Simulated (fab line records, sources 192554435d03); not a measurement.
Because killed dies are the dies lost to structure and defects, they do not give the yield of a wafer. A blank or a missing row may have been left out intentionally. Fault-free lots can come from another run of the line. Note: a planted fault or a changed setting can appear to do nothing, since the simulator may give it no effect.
fab line records    flow n5_finfet    part 1 of 2: steps 1 to 21 of 27
record: lots: 5  wafers: 15  last_day: 18
route steps=1938 shown GATE_CUT@468
lots that met no fault: taken from a fault-free run of the same line
start_h: the number of hours between the record's first day and the start of the first shown wafer of the lot    wait_h: hours from the lot's prior step to this one    " as in the row above    L1.1+2: one row covering several wafers at once    - either no value or no given start    * or withheld: withheld    < > ~ a bound
route shown NAME@n: NAME is a module with steps in the file, n the number in the route of the first one    usual: mean/standard deviation taken from wafers without a fault    same: alike in all rows    chamber/n: place in a boat    sites: each site's reading    _std_site: the standard deviation of these    _edge_site: inner sites' mean taken away from outer sites' mean    radius_mm: for every site, how far away it sits from the centre of the wafer    mask NAME#n: copy n    behind: tool/chamber where the wafer was last shaped    hold: the reason the lot was held/the length of the hold in hours/how it ended    device: whichever transistor did not switch (one of n, p or np)    end of line: tests of these same wafers at the route's end    step lacking rows: just its recipe    killed: not the wafer's yield, but the dies lost to structure and defects at the first sort    map: a wafer's dies, marking killed ones x, the rest . and places with no die _
set.NAME: setting as actually run; set.NAME@STEP: the setting as run at that earlier step    model.NAME: the simulator's own value behind a step, which no gauge read
lots at selected steps of the route; one table per step, one row per wafer
services: when a tool's chamber went out of use (start_h, in hours from the record's first day, below 0 if earlier), for how many hours, and the reason
== steps ==
step: N5_GATE_CUT_VAPOR_ETCH_60
recipe: chemistry: BCl3/Cl2  target: HfO2  mode: isotropic
usual: drypump_motor_current_A: 5.7/0.42  oes_product_au: 0.68/0.072
lot.wafer  tool          chamber  start_h  wait_h  drypump_motor_current_A  oes_product_au
L075.1     rie_metal-03  0        90.00    0.0     5.7                      0.63
L075.3     "             0        "        "       5.7                      0.63
L075.4     "             1        "        "       5.1                      0.58
L088.1     rie_metal-01  0        166.36   0.0     5.6                      0.61
L088.4     "             0        "        "       5.6                      0.60
L088.6     "             1        "        "       6.1                      0.67
L089.3     rie_metal-02  1        175.45   0.0     6.0                      0.68
L089.5     "             0        "        "       5.1                      0.79
L089.6     "             1        "        "       6.1                      0.68
L091.2     rie_metal-02  0        185.93   0.0     5.1                      0.78
L091.5     "             1        "        "       6.1                      0.68
L091.6     "             0        "        "       5.1                      0.79
L097.3     rie_metal-02  0        217.11   0.0     5.1                      0.78
L097.4     "             1        "        "       6.1                      0.67
L097.5     "             0        "        "       5.1                      0.78
step: N5_GATE_CUT_ETCH_58
recipe: chemistry: CH3F/O2  target: SiNx  target_depth_a: 170  time_s: 128.6  ion_energy_ev: 50  pressure_mtorr: 30  source_w: 415  bias_w: 21  Ar_flow_sccm: 150  CH3F_flow_sccm: 30  O2_flow_sccm: 20
usual: drypump_motor_current_A: 5.9/0.52  oes_product_au: 0.78/0.092  rf_vpp_V: 99.2/0.97  showerhead_plenum_p_Torr: 2.00/0.07  throttle_valve_pct: 16.28/0.19
lot.wafer  tool         chamber  start_h  wait_h  drypump_motor_current_A  oes_product_au  rf_hours_counter_h  rf_vpp_V  showerhead_plenum_p_Torr  throttle_valve_pct
L075.1     rie_diel-02  2        90.05    0.0     6.7                      0.86            41                  100.1     2.03                      16.49
L075.3     "            3        "        "       6.5                      0.78            124                 99.2      2.01                      16.36
L075.4     "            0        "        "       5.0                      0.71            224                 98.4      1.88                      16.34
L088.1     rie_diel-02  2        166.41   0.0     6.7                      0.83            65                  99.3      2.03                      16.57
L088.4     "            2        "        "       6.7                      0.82            -                   98.7      2.03                      16.55
L088.6     "            0        "        "       5.0                      0.69            -                   98.8      1.87                      16.39
L089.3     rie_diel-05  0        175.54   0.1     5.4                      0.71            207                 101.2     2.06                      16.26
L089.5     "            1        "        "       5.6                      0.77            -                   97.4      1.93                      16.20
L089.6     "            0        "        "       5.4                      0.71            -                   98.8      2.06                      16.25
L091.2     rie_diel-05  3        185.98   0.0     6.4                      0.80            99                  96.9      1.92                      16.15
L091.5     "            3        "        "       6.4                      0.79            -                   97.8      1.92                      16.16
L091.6     "            0        "        "       5.4                      0.71            -                   100.1     2.06                      16.26
L097.3     rie_diel-05  3        217.16   0.0     6.3                      0.78            109                 97.7      1.92                      16.16
L097.4     "            2        "        "       6.5                      0.88            45                  98.9      1.96                      16.25
L097.5     "            2        "        "       6.5                      0.88            -                   98.9      1.96                      16.24
step: N5_GATE_CUT_STRIP_59
recipe: chemistry: N2/H2  time_s: 20  power_w: 100  temp_c: 40  pressure_mtorr: 100  rf_frequency_hz: 6e+07  bias_power_w: 3  n2_flow_sccm: 300  h2_flow_sccm: 300
usual: drypump_motor_current_A: 5.9/0.52  oes_product_au: 0.79/0.096  rf_vpp_V: 45.3/0.91  showerhead_plenum_p_Torr: 3.37/0.11  throttle_valve_pct: 12.21/0.26
lot.wafer  tool         chamber  start_h  wait_h  drypump_motor_current_A  oes_product_au  rf_hours_counter_h  rf_vpp_V  showerhead_plenum_p_Torr  throttle_valve_pct
L075.1     rie_diel-02  2        90.15    0.1     6.7                      0.89            41                  45.8      3.43                      12.27
L075.3     "            3        "        "       6.5                      0.81            124                 45.8      3.39                      12.24
L075.4     "            0        "        "       5.0                      0.72            224                 45.0      3.19                      12.37
L088.1     rie_diel-02  2        166.51   0.1     6.7                      0.85            65                  44.4      3.42                      12.33
L088.4     "            2        "        "       6.7                      0.84            -                   45.5      3.42                      12.33
L088.6     "            0        "        "       5.1                      0.69            -                   45.0      3.18                      12.43
L089.3     rie_diel-05  0        175.64   0.1     5.5                      0.71            207                 45.7      3.48                      12.38
L089.5     "            1        "        "       5.6                      0.78            -                   45.1      3.25                      12.13
L089.6     "            0        "        "       5.5                      0.70            -                   45.9      3.48                      12.39
L091.2     rie_diel-05  3        186.08   0.1     6.4                      0.80            99                  44.2      3.27                      12.18
L091.5     "            3        "        "       6.4                      0.79            -                   45.2      3.27                      12.17
L091.6     "            0        "        "       5.5                      0.72            -                   45.2      3.48                      12.40
L097.3     rie_diel-05  3        217.26   0.1     6.4                      0.78            109                 44.7      3.26                      12.20
L097.4     "            2        "        "       6.5                      0.89            45                  44.9      3.30                      12.02
L097.5     "            2        "        "       6.5                      0.89            -                   44.5      3.30                      12.01
step: N5_GATE_CUT_PRECLEAN_31
recipe: temp_c: 23  chemistry: DIW  time_s: 300
lot.wafer   tool          chamber  start_h  wait_h
L075.1+3+4  wet_bench-05  1,5,2    90.24    0.1
L088.1+4+6  wet_bench-04  7,2,3    166.60   0.1
L089.3+5+6  wet_bench-06  3,7,6    175.72   0.1
L091.2+5+6  wet_bench-05  2,1,3    186.17   0.1
L097.3+4+5  wet_bench-05  1,3,2    217.34   0.1
step: N5_GATE_CUT_SRD_32
recipe: time_s: 30  temp_c: 23  rinse_liquid: diw  dry: ipa_marangoni
lot.wafer   tool          chamber  start_h  wait_h
L075.1+3+4  wet_bench-05  1,5,2    90.32    0.0
L088.1+4+6  wet_bench-04  7,2,3    166.69   0.0
L089.3+5+6  wet_bench-06  3,7,6    175.82   0.0
L091.2+5+6  wet_bench-05  2,1,3    186.25   0.0
L097.3+4+5  wet_bench-05  1,3,2    217.43   0.0
step: N5_GATE_CUT_SAC_CAP_01
recipe: material: SiNx  target_thk_a: 240  temp_c: 400  ald_precursor_family: SiH2I2  ald_co_reactant: N2/H2-plasma  pulse_time_s: 1  ald_cycles: 480  purge_time_s: 2  co_reactant_purge_time_s: 2  pressure_torr: 2
usual: heater_power_outer_w: 521/77  heater_power_w: 841/110  precursor_pulse_height_rel: 0.996/0.02  susceptor_temp_C: 400.01/0.2
lot.wafer  tool        chamber  start_h  wait_h  heater_power_outer_w  heater_power_w  precursor_pulse_height_rel  susceptor_temp_C
L075.1     ald_sin-03  2        90.52    0.2     375                   630             0.973                       400.04
L075.3     "           3        "        "       622                   920             0.990                       400.58
L075.4     "           1        "        "       581                   955             1.004                       400.14
L088.1     ald_sin-02  1        167.31   0.6     593                   1000            1.019                       399.97
L088.4     "           2        "        "       509                   845             0.964                       400.13
L088.6     "           1        168.40   1.7     598                   1019            1.003                       400.32
L089.3     ald_sin-03  0        175.86   0.0     494                   753             0.977                       400.20
L089.5     "           0        176.95   1.1     480                   756             0.989                       400.32
L089.6     "           1        "        "       577                   926             1.009                       399.85
L091.2     ald_sin-03  0        186.30   0.0     495                   732             0.994                       400.38
L091.5     "           3        187.39   1.1     629                   915             1.005                       399.75
L091.6     "           0        "        "       500                   755             0.962                       400.10
L097.3     ald_sin-01  3        217.48   0.0     567                   901             0.985                       399.87
L097.4     "           1        "        "       420                   675             0.993                       399.76
L097.5     "           1        218.57   1.1     424                   700             0.988                       399.81
step: N5_GATE_CUT_PECVD_57
recipe: material: SiNx  target_thk_a: 210  temp_c: 400  precursor: SiH4/NH3/N2  pressure_torr: 1.5  rf_w: 300
usual: heater_power_outer_w: 423/60  heater_power_w: 727/77  showerhead_plenum_p_Torr: 5.15/0.089  susceptor_temp_C: 400.05/0.23  throttle_valve_pct: 39.1/2
lot.wafer  tool      chamber  start_h  wait_h  heater_power_outer_w  heater_power_w  showerhead_plenum_p_Torr  susceptor_temp_C  throttle_valve_pct
L075.1     pecvd-02  2        92.72    1.1     508                   778             5.34                      400.04            40.4
L075.3     "         1        "        "       404                   706             5.18                      399.97            41.5
L075.4     "         0        "        "       499                   857             5.18                      399.96            38.2
L088.1     pecvd-04  1        169.51   1.1     359                   626             5.14                      399.92            39.2
L088.4     "         0        "        "       405                   707             5.18                      400.08            40.2
L088.6     "         1        "        "       351                   656             5.14                      400.05            39.0
L089.3     pecvd-04  1        178.06   1.1     386                   672             5.13                      400.46            38.9
L089.5     "         2        "        "       486                   810             5.13                      400.25            36.1
L089.6     "         1        "        "       377                   668             5.13                      400.12            38.8
L091.2     pecvd-02  2        188.49   1.1     434                   722             5.33                      400.03            40.4
L091.5     "         0        "        "       465                   809             5.20                      399.92            38.4
L091.6     "         1        "        "       475                   794             5.18                      400.26            41.4
L097.3     pecvd-04  0        219.68   1.1     408                   700             5.17                      400.20            40.3
L097.4     "         0        "        "       411                   712             5.19                      399.95            40.4
L097.5     "         2        "        "       488                   834             5.11                      400.03            36.1
step: N5_GATE_CUT_CMP_02
recipe: stop_on: SiO2  t_overpolish_s: 12.7  post_cmp_clean: alkaline_brush  down_force_psi: 2.5  platen_rpm: 51.8  pad_velocity_m_s: 1.0307  target_thk_nm: 0
usual: motor_current_A: 8.9/0.75  overpolish_run_s: 12.699/0.0092  time_to_endpoint_s: 24/3.2
lot.wafer  tool    chamber  start_h  wait_h  motor_current_A  overpolish_run_s  time_to_endpoint_s
L075.1     cmp-04  0        92.79    0.1     9.1              12.694            22
L075.3     "       1        "        "       8.5              12.690            24
L075.4     "       2        "        "       9.2              12.711            25
L088.1     cmp-01  2        169.66   0.1     8.1              12.711            24
L088.4     "       3        "        "       8.8              12.689            26
L088.6     "       1        "        "       10.8             12.708            27
L089.3     cmp-01  1        178.17   0.1     10.4             12.695            27
L089.5     "       0        "        "       9.2              12.695            26
L089.6     "       1        "        "       10.5             12.696            24
L091.2     cmp-02  1        188.64   0.1     9.0              12.681            19
L091.5     "       3        "        "       8.3              12.709            21
L091.6     "       0        "        "       7.6              12.707            21
L097.4     cmp-04  2        219.75   0.0     8.6              12.694            25
L097.3     "       0        "        "       9.0              12.705            26
L097.5     "       2        "        "       8.7              12.684            23
step: N5_GATE_CUT_HM_DEP_46
recipe: material: SiO2  target_thk_a: 1300  temp_c: 400  precursor: TEOS/O2  pressure_torr: 6.5  rf_w: 900  teos_flow_sccm: 161.4  gas: O2  flow_sccm: 2650  time_s: 26.6
usual: heater_power_outer_w: 274/68  heater_power_w: 527/91  showerhead_plenum_p_Torr: 8.35/0.045  susceptor_temp_C: 400.01/0.23  throttle_valve_pct: 18.2/0.94
lot.wafer  tool      chamber  start_h  wait_h  heater_power_outer_w  heater_power_w  showerhead_plenum_p_Torr  susceptor_temp_C  throttle_valve_pct
L075.1     pecvd-04  2        93.12    0.0     422                   685             8.32                      399.98            16.8
L075.3     "         2        "        "       417                   699             8.33                      399.85            16.9
L075.4     "         0        "        "       160                   389             8.35                      400.25            19.0
L088.1     pecvd-02  0        169.91   0.0     319                   618             8.35                      399.69            17.9
L088.4     "         2        "        "       318                   554             8.45                      400.12            18.8
L088.6     "         0        "        "       323                   605             8.37                      399.60            17.9
L089.3     pecvd-02  1        178.46   0.0     286                   547             8.37                      399.72            19.6
L089.5     "         2        "        "       254                   488             8.44                      399.56            18.7
L089.6     "         0        "        "       331                   613             8.38                      400.29            18.0
L091.2     pecvd-04  1        188.90   0.0     151                   364             8.33                      399.80            18.1
L091.5     "         1        "        "       159                   363             8.35                      400.01            18.0
L091.6     "         0        "        "       185                   410             8.38                      400.09            18.8
L097.3     pecvd-02  1        220.10   0.1     333                   634             8.36                      400.15            19.4
L097.4     "         0        "        "       317                   597             8.39                      399.93            18.0
L097.5     "         1        "        "       335                   643             8.40                      400.44            19.4
step: N5_GATE_CUT_COAT_34
recipe: resist: SOC  temp_c: 250  time_s: 60  spin_rpm: 1500  resist_thk_nm: 60
usual: resist_line_temp_C: 23.02/0.11
lot.wafer  tool            chamber  start_h  wait_h  resist_line_temp_C
L075.1     litho_track-02  0        93.21    0.1     22.83
L075.3     "               0        "        "       22.96
L075.4     "               0        "        "       22.96
L088.1     litho_track-05  0        169.98   0.0     23.09
L088.4     "               0        "        "       22.90
L088.6     "               0        "        "       23.11
L089.3     litho_track-05  0        178.53   0.0     23.12
L089.5     "               0        "        "       23.12
L089.6     "               0        "        "       23.18
L091.2     litho_track-04  0        188.97   0.0     22.91
L091.5     "               0        "        "       22.89
L091.6     "               0        "        "       23.14
L097.3     litho_track-05  0        220.17   0.0     23.09
L097.4     "               0        "        "       23.08
L097.5     "               0        "        "       23.05
step: N5_GATE_CUT_COAT_35
recipe: resist: SiARC  temp_c: 220  time_s: 60  spin_rpm: 1500  resist_thk_nm: 10
usual: resist_line_temp_C: 23.05/0.1
lot.wafer  tool            chamber  start_h  wait_h  resist_line_temp_C
L075.1     litho_track-02  0        -        -       22.94
L075.3     "               0        "        "       23.01
L075.4     "               0        "        "       22.95
L088.1     litho_track-05  0        -        -       22.95
L088.4     "               0        "        "       22.95
L088.6     "               0        "        "       23.00
L089.3     litho_track-05  0        -        -       23.02
L089.5     "               0        "        "       23.11
L089.6     "               0        "        "       23.04
L091.2     litho_track-04  0        -        -       23.09
L091.5     "               0        "        "       23.01
L091.6     "               0        "        "       22.98
L097.3     litho_track-05  0        -        -       23.00
L097.4     "               0        "        "       23.19
L097.5     "               0        "        "       23.03
step: N5_GATE_CUT_COAT_27
recipe: resist: underlayer  temp_c: 205  time_s: 60  spin_rpm: 1500  resist_thk_nm: 10
usual: resist_line_temp_C: 22.97/0.1
lot.wafer  tool            chamber  start_h  wait_h  resist_line_temp_C
L075.1     litho_track-02  0        -        -       22.98
L075.3     "               0        "        "       22.97
L075.4     "               0        "        "       23.06
L088.1     litho_track-05  0        -        -       22.86
L088.4     "               0        "        "       23.02
L088.6     "               0        "        "       22.97
L089.3     litho_track-05  0        -        -       23.01
L089.5     "               0        "        "       22.89
L089.6     "               0        "        "       23.03
L091.2     litho_track-04  0        -        -       22.97
L091.5     "               0        "        "       22.96
L091.6     "               0        "        "       22.83
L097.3     litho_track-05  0        -        -       22.83
L097.4     "               0        "        "       22.75
L097.5     "               0        "        "       22.71
step: N5_GATE_CUT_COAT_07
recipe: resist: CAR-EUV  spin_rpm: 1500  resist_thk_nm: 30
usual: resist_line_temp_C: 23.01/0.1
lot.wafer  tool            chamber  start_h  wait_h  resist_line_temp_C
L075.1     litho_track-02  0        -        -       22.96
L075.3     "               0        "        "       22.91
L075.4     "               0        "        "       23.03
L088.1     litho_track-05  0        -        -       23.02
L088.4     "               0        "        "       22.99
L088.6     "               0        "        "       23.14
L089.3     litho_track-05  0        -        -       22.80
L089.5     "               0        "        "       23.08
L089.6     "               0        "        "       23.02
L091.2     litho_track-04  0        -        -       23.06
L091.5     "               0        "        "       23.19
L091.6     "               0        "        "       22.89
L097.3     litho_track-05  0        -        -       23.01
L097.4     "               0        "        "       22.92
L097.5     "               0        "        "       23.02
step: N5_GATE_CUT_EBR_09
recipe: solvent: PGMEA  ebr_width_mm: 1.5
usual: resist_line_temp_C: 23.01/0.1
lot.wafer  tool            chamber  start_h  wait_h  resist_line_temp_C
L075.1     litho_track-02  0        -        -       23.03
L075.3     "               0        "        "       23.05
L075.4     "               0        "        "       23.04
L088.1     litho_track-05  0        -        -       22.85
L088.4     "               0        "        "       23.04
L088.6     "               0        "        "       22.99
L089.3     litho_track-05  0        -        -       23.09
L089.5     "               0        "        "       23.03
L089.6     "               0        "        "       23.12
L091.2     litho_track-04  0        -        -       23.15
L091.5     "               0        "        "       22.86
L091.6     "               0        "        "       23.12
L097.3     litho_track-05  0        -        -       22.95
L097.4     "               0        "        "       22.98
L097.5     "               0        "        "       22.83
step: N5_GATE_CUT_SOFTBAKE_08
recipe: temp_c: 110  time_s: 60  resist: CAR-EUV
usual: resist_line_temp_C: 22.97/0.11
lot.wafer  tool            chamber  start_h  wait_h  resist_line_temp_C
L075.1     litho_track-02  0        -        -       22.99
L075.3     "               0        "        "       23.10
L075.4     "               0        "        "       22.92
L088.1     litho_track-05  0        -        -       23.02
L088.4     "               0        "        "       22.96
L088.6     "               0        "        "       22.99
L089.3     litho_track-05  0        -        -       22.82
L089.5     "               0        "        "       23.13
L089.6     "               0        "        "       22.94
L091.2     litho_track-04  0        -        -       23.01
L091.5     "               0        "        "       22.93
L091.6     "               0        "        "       22.96
L097.3     litho_track-05  0        -        -       22.83
L097.4     "               0        "        "       22.88
L097.5     "               0        "        "       22.87
step: N5_GATE_CUT_EXPOSE_10
recipe: mask_id: GATE_CUT  na: 0.33  source_shape: annular  sigma_inner: 0.35  sigma_outer: 0.8  polarization: unpolarized  target_cd_nm: 20  dose_mj: 43.25
usual: reticle_temp_C: 23.01/0.1
lot.wafer  tool            chamber  start_h  wait_h  mask        reticle_temp_C
L075.1     euv_scanner-02  0        93.47    -       GATE_CUT#0  22.95
L075.3     "               0        "        "       GATE_CUT#0  23.01
L075.4     "               0        "        "       GATE_CUT#0  23.07
L088.1     euv_scanner-02  0        170.11   -       GATE_CUT#0  23.13
L088.4     "               0        "        "       GATE_CUT#0  23.10
L088.6     "               0        "        "       GATE_CUT#0  22.86
L089.3     euv_scanner-01  0        178.81   -       GATE_CUT#0  22.89
L089.5     "               0        "        "       GATE_CUT#0  22.94
L089.6     "               0        "        "       GATE_CUT#0  23.18
L091.2     euv_scanner-02  0        189.11   -       GATE_CUT#0  23.19
L091.5     "               0        "        "       GATE_CUT#0  23.04
L091.6     "               0        "        "       GATE_CUT#0  23.07
L097.3     euv_scanner-01  0        220.32   -       GATE_CUT#0  23.12
L097.4     "               0        "        "       GATE_CUT#0  22.85
L097.5     "               0        "        "       GATE_CUT#0  23.28
step: N5_GATE_CUT_PEB_11
recipe: peb_temp_c: 100  peb_time_s: 60  resist: CAR-EUV
usual: resist_line_temp_C: 23.01/0.11
lot.wafer  tool            chamber  start_h  wait_h  resist_line_temp_C
L075.1     litho_track-02  0        93.53    0.1     23.10
L075.3     "               0        "        "       23.06
L075.4     "               0        "        "       23.14
L088.1     litho_track-05  0        170.18   0.1     23.05
L088.4     "               0        "        "       22.95
L088.6     "               0        "        "       22.97
L089.3     litho_track-02  0        178.86   0.0     22.89
L089.5     "               0        "        "       23.11
L089.6     "               0        "        "       23.18
L091.2     litho_track-04  0        189.17   0.1     23.07
L091.5     "               0        "        "       23.07
L091.6     "               0        "        "       23.17
L097.3     litho_track-05  0        220.37   0.0     22.98
L097.4     "               0        "        "       23.21
L097.5     "               0        "        "       23.17
step: N5_GATE_CUT_DEVELOP_12
recipe: develop_time_s: 30  developer: TMAH  resist: CAR-EUV  rinse_liquid: surfactant_rinse  dry: air_spin  dev_temp_c: 23
usual: resist_line_temp_C: 22.98/0.11
lot.wafer  tool            chamber  start_h  wait_h  resist_line_temp_C
L075.1     litho_track-02  0        -        -       22.92
L075.3     "               0        "        "       22.97
L075.4     "               0        "        "       23.10
L088.1     litho_track-05  0        -        -       22.87
L088.4     "               0        "        "       22.82
L088.6     "               0        "        "       22.86
L089.3     litho_track-02  0        -        -       22.83
L089.5     "               0        "        "       22.92
L089.6     "               0        "        "       23.03
L091.2     litho_track-04  0        -        -       22.99
L091.5     "               0        "        "       22.82
L091.6     "               0        "        "       22.97
L097.3     litho_track-05  0        -        -       23.05
L097.4     "               0        "        "       22.98
L097.5     "               0        "        "       22.90
step: N5_GATE_CUT_CD_MEAS_13
recipe: target_cd_nm: 20  landing_energy_ev: 500  detector: se_inlens
usual: cd_nm: 20.1/0.3
lot.wafer  tool       chamber  start_h  wait_h  cd_nm
L075.1     cd_sem-01  0        93.60    -       20.0
L075.3     "          0        "        "       19.8
L075.4     "          0        "        "       19.8
L088.1     cd_sem-03  0        170.25   -       19.7
L088.4     "          0        "        "       20.1
L088.6     "          0        "        "       20.2
L089.3     cd_sem-02  0        178.93   -       19.9
L089.5     "          0        "        "       20.5
L089.6     "          0        "        "       20.4
L091.2     cd_sem-02  0        189.24   -       20.1
L091.5     "          0        "        "       20.0
L091.6     "          0        "        "       20.0
L097.3     cd_sem-03  0        220.44   -       20.2
L097.4     "          0        "        "       19.6
L097.5     "          0        "        "       19.7
step: N5_GATE_CUT_OVL_MEAS_14
recipe: points_per_wafer: 522
usual: GATE_CUT_OVL: 0.2/0.61
lot.wafer  tool        chamber  start_h  wait_h  GATE_CUT_OVL[nm]
L075.1     overlay-02  0        93.63    0.0     0.6
L075.3     "           0        "        "       0.3
L075.4     "           0        "        "       0.4
L088.1     overlay-01  0        170.28   0.0     1.5
L088.4     "           0        "        "       0.5
L088.6     "           0        "        "       1.1
L089.3     overlay-02  0        178.97   0.0     0.9
L089.5     "           0        "        "       -0.3
L089.6     "           0        "        "       0.4
L091.2     overlay-01  0        189.27   0.0     0.4
L091.5     "           0        "        "       0.6
L091.6     "           0        "        "       -0.6
L097.3     overlay-01  0        220.48   0.0     0.4
L097.4     "           0        "        "       -0.1
L097.5     "           0        "        "       -0.1
step: N5_GATE_CUT_INSPECT_15
recipe: mode: adi  inspect_instrument: brightfield
usual: raw_defect_count: 139/48
lot.wafer  tool               chamber  start_h  wait_h  raw_defect_count
L075.1     defect_inspect-02  -        93.69    0.1     139
L075.3     "                  -        "        "       130
L075.4     "                  -        "        "       139
L088.1     defect_inspect-02  -        170.34   0.1     330
L088.4     "                  -        "        "       256
L088.6     "                  -        "        "       280
L089.3     defect_inspect-02  -        179.01   0.0     117
L089.5     "                  -        "        "       165
L089.6     "                  -        "        "       111
L091.2     defect_inspect-02  -        189.32   0.0     119
L091.5     "                  -        "        "       90
L091.6     "                  -        "        "       126
L097.3     defect_inspect-01  -        220.53   0.0     131
L097.4     "                  -        "        "       115
L097.5     "                  -        "        "       123
